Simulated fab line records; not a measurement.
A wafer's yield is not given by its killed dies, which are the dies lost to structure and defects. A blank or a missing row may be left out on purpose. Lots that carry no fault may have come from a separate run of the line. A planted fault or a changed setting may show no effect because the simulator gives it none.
The tool behind it: which one? | flow nandHarc | Sampling: 24 lots, 72 wafers, 3 of 1159 route steps

## WHAT THE GAUGES READ, wafer by wafer
NHARC_P_M2_THK_MEAS_24: measures by xrf.
lot  | measured     | on           | thkNm (nm)
L075 | day 6 16:35  | filmMetro-02 | 144.5 143.5 145.2
L074 | day 6 18:16  | filmMetro-02 | 144.6 144.8 143.3
L077 | day 7 03:16  | filmMetro-02 | 143.2 144.0 143.5
L076 | day 7 03:36  | filmMetro-02 | 145.3 143.9 142.9
L078 | day 7 03:21  | filmMetro-01 | 145.9 145.3 142.7
L079 | day 7 14:00  | filmMetro-01 | 145.2 142.3 142.7
L080 | day 7 21:49  | filmMetro-02 | 144.8 146.3 144.0
L081 | day 7 22:20  | filmMetro-01 | 143.7 143.9 142.3
L082 | day 8 09:53  | filmMetro-02 | 143.7 142.8 146.1
L084 | day 8 16:46  | filmMetro-01 | 146.3 142.6 144.2
L083 | day 9 03:26  | filmMetro-01 | 143.8 143.0 145.8
L087 | day 9 14:01  | filmMetro-02 | 143.4 145.4 144.4
L088 | day 9 13:43  | filmMetro-02 | 145.1 143.8 143.3
L086 | day 9 14:35  | filmMetro-02 | 144.8 144.4 144.8
L085 | day 9 14:52  | filmMetro-02 | 146.5 143.9 144.8
L089 | day 10 13:15 | filmMetro-02 | 141.4 143.5 144.8
L090 | day 10 14:15 | filmMetro-01 | 145.2 145.1 144.4
L091 | day 10 13:47 | filmMetro-01 | 144.2 143.5 144.8
L093 | day 10 21:42 | filmMetro-01 | 141.1 145.3 144.9
L092 | day 10 21:51 | filmMetro-01 | 144.3 144.1 143.8
L094 | day 11 05:06 | filmMetro-01 | 148.2 144.8 145.3
L095 | day 11 09:53 | filmMetro-01 | 144.7 144.5 142.8
L096 | day 11 19:52 | filmMetro-01 | 144.5 142.9 142.6
L097 | day 11 23:48 | filmMetro-02 | 143.2 144.8 144.7

## WHICH TOOL RAN EACH LOT (tool, then ch and the chambers of the sampled wafers, then the start)
lot  | NHARC_P_CONTACT_PVD_32                 | NHARC_P_M0_PRE_CLEAN_31
L075 | pvdSputter-02, day 6 08:28 or earlier  | pecvd-04 ch 0,1,2, day 6 08:28
L074 | pvdSputter-01, day 6 09:32 or earlier  | pecvd-02 ch 0,1,2, day 6 09:32
L077 | pvdSputter-02, day 6 18:14 or earlier  | pecvd-03 ch 0,2, day 6 18:14
L076 | pvdSputter-03, day 6 18:51 or earlier  | pecvd-03 ch 0,1, day 6 18:51
L078 | pvdSputter-01, day 6 19:07 or earlier  | pecvd-04 ch 0,2, day 6 19:07
L079 | pvdSputter-03, day 7 05:42 or earlier  | pecvd-02 ch 1,2, day 7 05:42
L080 | pvdSputter-03, day 7 13:31 or earlier  | pecvd-04 ch 0,1,2, day 7 13:31
L081 | pvdSputter-02, day 7 14:05 or earlier  | pecvd-04 ch 0,2, day 7 14:05
L082 | pvdSputter-02, day 8 01:56 or earlier  | pecvd-03 ch 1,2, day 8 01:56
L084 | pvdSputter-03, day 8 08:22 or earlier  | pecvd-03 ch 0,1, day 8 08:22
L083 | pvdSputter-01, day 8 19:13 or earlier  | pecvd-03 ch 1,2, day 8 19:13
L087 | pvdSputter-02, day 9 05:35 or earlier  | pecvd-03 ch 0,1,2, day 9 05:35
L088 | pvdSputter-01, day 9 05:26 or earlier  | pecvd-02 ch 0,1,2, day 9 05:26
L086 | pvdSputter-03, day 9 05:50 or earlier  | pecvd-02 ch 0,1,2, day 9 05:50
L085 | pvdSputter-01, day 9 06:38 or earlier  | pecvd-03 ch 0,1,2, day 9 06:38
L089 | pvdSputter-01, day 10 04:21 or earlier | pecvd-03 ch 1,2, day 10 04:21
L090 | pvdSputter-03, day 10 04:59 or earlier | pecvd-03 ch 0,2, day 10 04:59
L091 | pvdSputter-03, day 10 05:37 or earlier | pecvd-03 ch 1,2, day 10 05:37
L093 | pvdSputter-01, day 10 12:16 or earlier | pecvd-02 ch 0,1,2, day 10 12:16
L092 | pvdSputter-01, day 10 13:09 or earlier | pecvd-02 ch 1,2, day 10 13:09
L094 | pvdSputter-01, day 10 20:24 or earlier | pecvd-03 ch 1,2, day 10 20:24
L095 | pvdSputter-02, day 11 01:40 or earlier | pecvd-04 ch 0,1,2, day 11 01:40
L096 | pvdSputter-03, day 11 11:34 or earlier | pecvd-04 ch 1,2, day 11 11:34
L097 | pvdSputter-01, day 11 15:34 or earlier | pecvd-04 ch 0,2, day 11 15:34
- NHARC_P_CONTACT_PVD_32: deposits Ti, target thk 5 nm, time 17.7 s.
- NHARC_P_M0_PRE_CLEAN_31: time 12 s.

## AS READ BY THE TOOLS THEMSELVES (means over the sampled wafers that have a number; for cases with no such wafer, the mark the record gives instead)
NHARC_P_CONTACT_PVD_32.
lot  | tool          | throttleValvePct (%)
L075 | pvdSputter-02 | 29.9
L074 | pvdSputter-01 | 29.5
L077 | pvdSputter-02 | 30.1
L076 | pvdSputter-03 | 30.0
L078 | pvdSputter-01 | 30.0
L079 | pvdSputter-03 | 29.7
L080 | pvdSputter-03 | 29.7
L081 | pvdSputter-02 | 29.9
L082 | pvdSputter-02 | 30.0
L084 | pvdSputter-03 | 28.9
L083 | pvdSputter-01 | 30.1
L087 | pvdSputter-02 | 29.8
L088 | pvdSputter-01 | 29.8
L086 | pvdSputter-03 | 29.6
L085 | pvdSputter-01 | 29.8
L089 | pvdSputter-01 | 30.0
L090 | pvdSputter-03 | 29.3
L091 | pvdSputter-03 | 30.9
L093 | pvdSputter-01 | 29.6
L092 | pvdSputter-01 | 30.1
L094 | pvdSputter-01 | 30.2
L095 | pvdSputter-02 | 30.3
L096 | pvdSputter-03 | 29.6
L097 | pvdSputter-01 | 29.5

NHARC_P_M0_PRE_CLEAN_31.
lot  | tool     | heaterPowerW (W)
L075 | pecvd-04 | 717
L074 | pecvd-02 | 627
L077 | pecvd-03 | 660
L076 | pecvd-03 | 564
L078 | pecvd-04 | 674
L079 | pecvd-02 | 631
L080 | pecvd-04 | 698
L081 | pecvd-04 | 702
L082 | pecvd-03 | 631
L084 | pecvd-03 | 560
L083 | pecvd-03 | 619
L087 | pecvd-03 | 626
L088 | pecvd-02 | 654
L086 | pecvd-02 | 680
L085 | pecvd-03 | 616
L089 | pecvd-03 | 671
L090 | pecvd-03 | 677
L091 | pecvd-03 | 594
L093 | pecvd-02 | 623
L092 | pecvd-02 | 642
L094 | pecvd-03 | 666
L095 | pecvd-04 | 665
L096 | pecvd-04 | 587
L097 | pecvd-04 | 705

## THE ANSWER, worked out from the rows above alone
Rule: the usual values come from the lots themselves. Put in order of their means at a reading, lots are off if they are a third of the lots or fewer, leave a main group of 4 or more, and stand apart from it by a gap of 3 or more times the standard deviation of the main group's means; of several such gaps the widest counts. Not used: any main group whose means are identical at the precision the tables above print for the reading. A lot without any number at a reading at which 4 lots or more have one is off too. Where the step has rows for the other lots, those lots are counted as sound. The gauges are gone through in route order, then the tools' own readings, and for those a lot's mean is taken as printed above. At the first step where some lot is off, the reading lying furthest off is the one used; lots without a number count as furthest.
None of the lots is off at any reading shown; this tells nothing.

## WHAT THE SIMULATOR PUT IN
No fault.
